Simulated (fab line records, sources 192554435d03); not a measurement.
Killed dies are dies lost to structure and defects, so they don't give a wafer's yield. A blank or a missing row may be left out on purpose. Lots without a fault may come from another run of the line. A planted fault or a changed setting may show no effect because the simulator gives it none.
Which tool did it? | flow n5_finfet | 24 lots, 72 wafers sampled, at 5 steps of a route of 1938

WHAT THE GAUGES READ, wafer by wafer
N5_BEOL_M15_OVL_MEAS_11.
lot  | measured     | on         | V14_OVL (nm)
L074 | day 10 15:14 | overlay-01 | 0 -3 -1
L076 | day 10 22:20 | overlay-01 | -2 1 -3
L075 | day 10 23:50 | overlay-01 | 0 -6 -5
L077 | day 11 04:05 | overlay-01 | -4 1 10
L078 | day 11 08:29 | overlay-02 | -4 -7 -8
L079 | day 11 13:13 | overlay-02 | 6 -6 -7
L080 | day 11 15:32 | overlay-01 | 4 -6 0
L082 | day 11 19:08 | overlay-02 | 4 14 2
L081 | day 12 05:24 | overlay-01 | 5 10 10
L083 | day 12 07:35 | overlay-01 | 4 0 -3
L084 | day 12 11:13 | overlay-02 | 11 -5 4
L088 | day 15 19:32 | overlay-01 | 5 -6 -9
L095 | day 16 13:13 | overlay-02 | 1 3 0
L094 | day 16 14:05 | overlay-02 | 1 10 3
L090 | day 16 14:23 | overlay-01 | -1 1 5
L085 | day 16 22:14 | overlay-02 | -4 -4 -1
L089 | day 17 13:57 | overlay-02 | -5 -4 -9
L092 | day 17 14:08 | overlay-02 | -1 0 -2
L091 | day 17 14:25 | overlay-01 | -7 -3 -13
L093 | day 18 04:13 | overlay-02 | 6 -6 -1
L096 | day 18 04:51 | overlay-01 | 2 2 9
L087 | day 18 09:23 | overlay-01 | 1 -8 12
L097 | day 18 14:45 | overlay-02 | 3 -6 -11
L086 | day 18 15:01 | overlay-02 | 9 -6 10

N5_MIM_TOP_LITHO_CD_MEAS_08: target cd 2000 nm.
lot  | measured     | on        | cd_nm (nm)
L074 | day 10 22:53 | cd_sem-03 | 1998.3 1996.3 2001.3
L076 | day 11 04:14 | cd_sem-02 | 1996.1 1997.9 1997.9
L075 | day 11 06:28 | cd_sem-01 | 2002.0 1999.1 2000.9
L077 | day 11 10:11 | cd_sem-03 | 2004.0 2000.8 2005.2
L078 | day 11 15:50 | cd_sem-03 | 2001.4 2002.0 1997.9
L079 | day 11 21:17 | cd_sem-01 | 1997.6 1999.5 2001.6
L080 | day 12 02:16 | cd_sem-03 | 2001.0 1996.4 1999.4
L082 | day 12 04:23 | cd_sem-02 | 1997.6 1996.1 2001.5
L081 | day 12 14:49 | cd_sem-01 | 1998.8 2000.7 1998.8
L083 | day 12 20:13 | cd_sem-03 | 1996.6 1996.2 1998.2
L084 | day 12 20:22 | cd_sem-01 | 2001.2 1995.9 1995.8
L088 | day 16 05:52 | cd_sem-01 | 2003.2 1999.3 2004.0
L095 | day 16 22:47 | cd_sem-01 | 1996.1 1998.6 1998.0
L094 | day 17 01:10 | cd_sem-02 | 2000.2 2000.6 1996.3
L090 | day 17 02:11 | cd_sem-03 | 1997.3 1999.7 1999.2
L085 | day 17 09:44 | cd_sem-03 | 2001.6 2002.3 2003.8
L089 | day 18 00:48 | cd_sem-02 | 1999.1 1997.2 2001.5
L092 | day 18 00:50 | cd_sem-03 | 1999.3 2001.1 2000.4
L091 | day 18 03:05 | cd_sem-03 | 2000.5 1999.7 1999.5
L093 | day 18 11:07 | cd_sem-02 | 1997.4 1999.7 2000.7
L096 | day 18 11:20 | cd_sem-02 | 1997.3 2000.1 1997.4
L087 | day 19 00:14 | cd_sem-01 | 1999.3 2000.1 2000.6
L097 | day 19 04:17 | cd_sem-02 | 1997.2 1999.4 1998.3
L086 | day 19 00:25 | cd_sem-03 | 2000.5 1998.1 2002.9

N5_MIM_TOP_LITHO_OVL_MEAS_11.
lot  | measured     | on         | MIM_TOP_OVL (nm)
L074 | day 10 22:55 | overlay-01 | 2 8 12
L076 | day 11 04:16 | overlay-01 | 1 7 7
L075 | day 11 06:30 | overlay-01 | -1 -2 -1
L077 | day 11 10:13 | overlay-01 | 8 -2 1
L078 | day 11 15:52 | overlay-02 | 11 6 11
L079 | day 11 21:19 | overlay-02 | 1 10 8
L080 | day 12 02:17 | overlay-01 | 10 8 16
L082 | day 12 04:25 | overlay-02 | 7 5 13
L081 | day 12 14:51 | overlay-02 | -6 -2 -5
L083 | day 12 20:14 | overlay-02 | 9 6 5
L084 | day 12 20:24 | overlay-01 | 3 2 1
L088 | day 16 05:53 | overlay-01 | 8 9 3
L095 | day 16 22:49 | overlay-02 | 16 5 3
L094 | day 17 01:12 | overlay-02 | -3 -1 7
L090 | day 17 02:13 | overlay-02 | 4 -3 -3
L085 | day 17 09:46 | overlay-01 | 4 -3 8
L089 | day 18 00:50 | overlay-02 | -3 7 1
L092 | day 18 00:52 | overlay-01 | 0 2 4
L091 | day 18 03:07 | overlay-02 | 3 2 4
L093 | day 18 11:08 | overlay-02 | -1 -2 5
L096 | day 18 11:22 | overlay-01 | 11 6 15
L087 | day 19 00:16 | overlay-02 | 2 -9 -3
L097 | day 19 04:19 | overlay-02 | 0 1 0
L086 | day 19 00:26 | overlay-02 | 1 -2 2

WHICH TOOL RAN EACH LOT (tool, then ch and the chambers of the sampled wafers, then the start)
lot  | N5_MIM_BOT_SPUTTER_00        | N5_MIM_TOP_DEGAS_04
L074 | pvd_sputter-02, day 10 21:55 | pvd_sputter-03, day 10 22:28
L076 | pvd_sputter-03, day 11 03:07 | pvd_sputter-02, day 11 03:41
L075 | pvd_sputter-02, day 11 05:25 | pvd_sputter-03, day 11 06:02
L077 | pvd_sputter-01, day 11 08:54 | pvd_sputter-01, day 11 09:38
L078 | pvd_sputter-03, day 11 14:51 | pvd_sputter-03, day 11 15:25
L079 | pvd_sputter-01, day 11 19:27 | pvd_sputter-03, day 11 20:44
L080 | pvd_sputter-03, day 11 23:02 | pvd_sputter-01, day 12 01:50
L082 | pvd_sputter-03, day 12 02:46 | pvd_sputter-03, day 12 03:50
L081 | pvd_sputter-03, day 12 13:20 | pvd_sputter-03, day 12 14:16
L083 | pvd_sputter-02, day 12 17:07 | pvd_sputter-02, day 12 19:39
L084 | pvd_sputter-02, day 12 17:16 | pvd_sputter-02, day 12 19:46
L088 | pvd_sputter-01, day 16 00:41 | pvd_sputter-03, day 16 05:19
L095 | pvd_sputter-01, day 16 20:28 | pvd_sputter-02, day 16 22:14
L094 | pvd_sputter-02, day 16 21:07 | pvd_sputter-01, day 17 00:43
L090 | pvd_sputter-01, day 16 22:42 | pvd_sputter-01, day 17 01:46
L085 | pvd_sputter-02, day 17 06:29 | pvd_sputter-01, day 17 09:11
L089 | pvd_sputter-03, day 17 21:34 | pvd_sputter-02, day 17 22:55
L092 | pvd_sputter-03, day 17 21:57 | pvd_sputter-03, day 18 00:14
L091 | pvd_sputter-02, day 18 01:34 | pvd_sputter-01, day 18 02:40
L093 | pvd_sputter-01, day 18 10:08 | pvd_sputter-01, day 18 10:41
L096 | pvd_sputter-03, day 18 10:13 | pvd_sputter-02, day 18 10:46
L087 | pvd_sputter-02, day 18 22:55 | pvd_sputter-03, day 18 23:48
L097 | pvd_sputter-03, day 19 02:23 | pvd_sputter-03, day 19 03:44
L086 | pvd_sputter-03, day 18 22:58 | pvd_sputter-02, day 18 23:52
- N5_MIM_BOT_SPUTTER_00: material TiN, target thk 35 nm, time 89.7 s.
- N5_MIM_TOP_DEGAS_04: time 60 s.

WHAT THE TOOLS THEMSELVES READ (means of the sampled wafers that have a number; where no wafer has one, the mark that the record gives instead)
N5_MIM_BOT_SPUTTER_00.
lot  | tool           | throttle_valve_pct (%)
L074 | pvd_sputter-02 | 29.5
L076 | pvd_sputter-03 | 29.5
L075 | pvd_sputter-02 | 28.9
L077 | pvd_sputter-01 | 31.0
L078 | pvd_sputter-03 | 29.4
L079 | pvd_sputter-01 | 30.2
L080 | pvd_sputter-03 | 30.3
L082 | pvd_sputter-03 | 29.2
L081 | pvd_sputter-03 | 29.3
L083 | pvd_sputter-02 | 29.3
L084 | pvd_sputter-02 | 29.5
L088 | pvd_sputter-01 | 30.5
L095 | pvd_sputter-01 | 29.9
L094 | pvd_sputter-02 | 29.5
L090 | pvd_sputter-01 | 30.4
L085 | pvd_sputter-02 | 29.4
L089 | pvd_sputter-03 | 30.3
L092 | pvd_sputter-03 | 29.5
L091 | pvd_sputter-02 | 29.7
L093 | pvd_sputter-01 | 30.6
L096 | pvd_sputter-03 | 29.5
L087 | pvd_sputter-02 | 29.1
L097 | pvd_sputter-03 | 30.4
L086 | pvd_sputter-03 | 29.3

N5_MIM_TOP_DEGAS_04.
lot  | tool           | heater_power_w (W)
L074 | pvd_sputter-03 | 478
L076 | pvd_sputter-02 | 464
L075 | pvd_sputter-03 | 487
L077 | pvd_sputter-01 | 435
L078 | pvd_sputter-03 | 477
L079 | pvd_sputter-03 | 495
L080 | pvd_sputter-01 | 454
L082 | pvd_sputter-03 | 480
L081 | pvd_sputter-03 | 467
L083 | pvd_sputter-02 | 469
L084 | pvd_sputter-02 | 459
L088 | pvd_sputter-03 | 488
L095 | pvd_sputter-02 | 467
L094 | pvd_sputter-01 | 478
L090 | pvd_sputter-01 | 478
L085 | pvd_sputter-01 | 449
L089 | pvd_sputter-02 | 435
L092 | pvd_sputter-03 | 475
L091 | pvd_sputter-01 | 454
L093 | pvd_sputter-01 | 457
L096 | pvd_sputter-02 | 477
L087 | pvd_sputter-03 | 481
L097 | pvd_sputter-03 | 505
L086 | pvd_sputter-02 | 440

THE ANSWER, worked out from the rows above alone
Rule: what is usual is taken from the lots themselves. Put in order of their means at a reading, lots are off if they are a third of the lots or fewer, leave a main group of 4 or more, and stand apart from it by a gap of 3 or more times the standard deviation of the main group's means; of several such gaps the widest counts. A main group whose means are all the same, to the digits that the tables above print for the reading, isn't used. A lot without any number at a reading at which 4 lots or more have one is off too. The other lots that the step has rows for count as sound. The gauges are gone through in route order, then the tools' own readings, and for those a lot's mean is taken as printed above. The first step at which some lot is off is used, and at that step the reading that is off furthest; a lot without a number counts as furthest.
No lot is off at any reading shown: from this, nothing can be told.

WHAT THE SIMULATOR HAD PUT IN
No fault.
